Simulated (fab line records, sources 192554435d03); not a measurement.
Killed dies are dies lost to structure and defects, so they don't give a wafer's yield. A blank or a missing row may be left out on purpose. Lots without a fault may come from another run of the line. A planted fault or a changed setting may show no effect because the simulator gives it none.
One fault seen from 2 desks | flow n5_finfet | each desk has only its own numbers; what lay behind them comes last

THE TOOL OWNER'S DESK: ald_sin-02
The tool's own readings at N5_BEOL_M2_ALD_98 (deposits SiO2, target thk 2.5 nm, pulse time 1 s, co reactant pulse time 1 s): means of the sampled wafers that have a number, for each lot that ran on this tool. A lot is out of limits, marked OUT, if its mean lies more than 4 standard deviations from the usual mean; the brackets give that distance.
Columns: A = heater_power_w at N5_BEOL_M2_ALD_98, usual 81 W; B = precursor_pulse_height_rel at N5_BEOL_M2_ALD_98, usual 0.999; C = susceptor_temp_C at N5_BEOL_M2_ALD_98, usual 100.00 C
lot  | first seen here | A  | B     | C
L168 | day 6 16:49     | 88 | 0.991 | 100.02
L172 | day 7 15:45     | 85 | 1.000 | 100.05
L179 | day 10 04:48    | 89 | 0.996 | 99.87
L183 | day 10 14:15    | 82 | 0.996 | 100.39
This desk's finding: nothing out of limits on any of the 4 lots.

THE METROLOGY DESK
What the gauges read, lot by lot, whatever tool the lot ran on: means of the sampled wafers that have a number. A lot is out of limits, marked OUT, if its mean lies more than 4 standard deviations from the usual mean; the brackets give that distance. Of its 11 readings 7 are shown: those that lie furthest out on some lot.
Columns: A = cd_nm at N5_BEOL_M2_CD_MEAS_28, usual 26.17 nm; B = DIBL_N at N5_BEOL_M4_RC_MEAS_101, usual 36.0 mV/V; C = ION_N at N5_BEOL_M4_RC_MEAS_101, usual 672 uA/um; D = ION_P at N5_BEOL_M4_RC_MEAS_101, usual 461 uA/um; E = SS_N at N5_BEOL_M4_RC_MEAS_101, usual 71.4 mV/dec; F = VT_N at N5_BEOL_M4_RC_MEAS_101, usual 250 mV; G = VT_P at N5_BEOL_M4_RC_MEAS_101, usual -251 mV
lot  | first seen here | A     | B    | C   | D   | E    | F   | G
L168 | day 6 16:21     | 26.24 | 35.0 | 677 | 458 | 71.1 | 249 | -254
L170 | day 7 00:54     | 26.17 | 38.9 | 675 | 458 | 72.2 | 248 | -248
L171 | day 7 00:59     | 26.01 | 35.6 | 665 | 463 | 71.0 | 254 | -249
L172 | day 7 15:13     | 26.35 | 34.4 | 666 | 461 | 70.6 | 252 | -250
L179 | day 10 04:32    | 26.32 | 33.9 | 661 | 456 | 71.4 | 251 | -253
L183 | day 10 13:59    | 26.42 | 35.4 | 673 | 460 | 71.3 | 250 | -250
L188 | day 11 22:01    | 26.01 | 37.3 | 687 | 461 | 71.8 | 249 | -252
L189 | day 12 01:25    | 26.13 | 38.1 | 680 | 471 | 71.7 | 248 | -244
L191 | day 12 05:29    | 26.40 | 36.6 | 679 | 468 | 71.3 | 250 | -248
This desk's finding: nothing out of limits on any of the 9 lots.

PUT TOGETHER
The tool owner's desk saw nothing out of limits.
The metrology desk saw nothing out of limits.

WHAT THE SIMULATOR HAD PUT IN
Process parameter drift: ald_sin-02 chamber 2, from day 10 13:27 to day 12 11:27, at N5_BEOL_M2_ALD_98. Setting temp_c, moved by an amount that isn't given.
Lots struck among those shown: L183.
